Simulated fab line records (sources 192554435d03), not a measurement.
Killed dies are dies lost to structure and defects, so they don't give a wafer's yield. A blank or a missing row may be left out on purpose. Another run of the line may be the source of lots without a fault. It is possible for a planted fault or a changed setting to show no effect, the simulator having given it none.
Chamber matching	flow n5_finfet	N5_MIM_TOP_ALD_00 on ald_hk-01: 4 sister chambers
The step deposits Al2O3, purge time 3 s, co reactant pulse time 3 s. 4 wafers are shown with their chamber, then 11 later ones without.

## WAFERS, EACH WITH ITS CHAMBER
wafer	chamber	precursor_pulse_height_rel
L085.1	3	0.982
L085.2	2	1.024
L085.3	0	0.973
L085.4	1	0.992

## WAFERS MISSING THEIR CHAMBER
wafer	precursor_pulse_height_rel
L085.5	0.982
L085.6	1.013
L088.2	0.999
L088.3	1.018
L088.5	1.015
L093.2	1.001
L093.4	0.976
L093.6	0.984
L095.2	1.000
L095.5	0.971
L095.6	1.010

## CHAMBER TAKEN BY EACH
wafer	from the rows above	in truth
L085.5	can't be placed: 3 or 0 or 1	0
L085.6	can't be placed: 2 or 1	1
L088.2	can't be placed: 1 or 3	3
L088.3	2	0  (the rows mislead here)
L088.5	can't be placed: 2 or 1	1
L093.2	can't be placed: 1 or 3 or 2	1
L093.4	can't be placed: 0 or 3 or 1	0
L093.6	can't be placed: 3 or 1 or 0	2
L095.2	can't be placed: 1 or 3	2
L095.5	can't be placed: 0 or 3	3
L095.6	can't be placed: 2 or 1 or 3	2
Correctly placed: 0 of 11. Not placeable from these rows: 10 (in 8, the candidates include the true chamber). Placed wrongly: 1.
How it was worked out, from the rows above alone: a wafer's distance from a chamber is the root of the sum, over the readings, of the square of ((its reading less the chamber's mean) divided by the reading's scatter). If the next closest chamber is less than 2 further off than the closest, the wafer can't be placed; otherwise it belongs to the closest. The mean given for a chamber averages the wafers shown for that chamber. The scatter: with one shown wafer a chamber, the root of the mean of the squares of how far each hidden wafer lies from its nearest shown one.
